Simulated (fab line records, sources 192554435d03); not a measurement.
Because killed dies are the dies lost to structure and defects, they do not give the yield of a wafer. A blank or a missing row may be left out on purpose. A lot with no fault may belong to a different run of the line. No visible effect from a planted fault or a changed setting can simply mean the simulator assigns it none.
Chamber matching    flow n5Finfet    3 sister chambers for N5_SDB_HM_DEP_00 on pecvd-04
The step deposits SiNx from SiH4/NH3/N2, target thk 40 nm, time 35.3 s. 3 wafers are shown with their chamber, then 8 later ones without.

WAFERS PAIRED WITH THEIR CHAMBERS
wafer   chamber  throttleValvePct (%)
L091.2  0        42.3
L091.6  1        41.5
L092.1  2        38.5

WAFERS WITH NO CHAMBER GIVEN
wafer   throttleValvePct (%)
L092.3  41.9
L092.4  41.9
L093.2  41.8
L093.4  41.6
L093.5  38.6
L094.1  38.3
L094.2  41.6
L094.3  41.7

WHICH CHAMBER EACH ONE RAN IN
wafer   from the rows above      in truth
L092.3  can't be placed: 0 or 1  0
L092.4  can't be placed: 0 or 1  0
L093.2  can't be placed: 1 or 0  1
L093.4  1                        1
L093.5  2                        2
L094.1  2                        2
L094.2  1                        1
L094.3  can't be placed: 1 or 0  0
Placed correctly: 4 of 8. Not placeable from these rows: 4 (in 4, the candidates include the true chamber). Placed wrongly: 0.
How it was worked out, from the rows above alone: a wafer's distance from a chamber is the root of the sum, over the readings, of the square of ((its reading less the chamber's mean) divided by the reading's scatter). If the next closest chamber is less than 2 further off than the closest, the wafer can't be placed; otherwise it belongs to the closest. The mean given for a chamber averages the wafers shown for that chamber. The scatter: with one shown wafer a chamber, the root of the mean of the squares of how far each hidden wafer lies from its nearest shown one.
